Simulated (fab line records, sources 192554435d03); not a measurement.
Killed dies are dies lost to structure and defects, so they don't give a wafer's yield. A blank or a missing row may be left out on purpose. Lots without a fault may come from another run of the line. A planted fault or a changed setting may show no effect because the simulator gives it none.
Chamber matching | flow n5_finfet | N5_BEOL_M1_ETCH_69 on rie_diel-05: 4 sister chambers
The step etches SiARC in CF4, target depth 15.6 nm, time 26 s. 4 wafers are shown with their chamber, then 8 later ones without.

WAFERS WITH THEIR CHAMBER
wafer  | chamber | drypump_motor_current_A (A)
L083.4 | 1       | 5.6
L093.4 | 0       | 5.8
L093.6 | 2       | 6.0
L094.1 | 3       | 5.2

WAFERS WITHOUT THEIR CHAMBER
wafer  | drypump_motor_current_A (A)
L094.2 | 5.6
L094.5 | 5.1
L096.2 | 5.8
L096.4 | 6.0
L096.5 | 5.1
L097.2 | 5.8
L097.3 | 6.0
L097.6 | 5.2

WHICH CHAMBER EACH WENT THROUGH
wafer  | from the rows above | in truth
L094.2 | 1                   | 1
L094.5 | 3                   | 3
L096.2 | 0                   | 0
L096.4 | 2                   | 2
L096.5 | 3                   | 3
L097.2 | 0                   | 0
L097.3 | 2                   | 2
L097.6 | 3                   | 3
Placed correctly: 8 of 8. Can't be placed from these rows: 0. Placed wrongly: 0.
How it was worked out, from the rows above alone: a wafer's distance from a chamber is the root of the sum, over the readings, of the square of ((its reading less the chamber's mean) divided by the reading's scatter). The wafer belongs to the nearest chamber; if the next one is less than 2 further off, it can't be placed. A chamber's mean is the mean of its shown wafers. The scatter: with one shown wafer a chamber, the root of the mean of the squares of how far each hidden wafer lies from its nearest shown one.
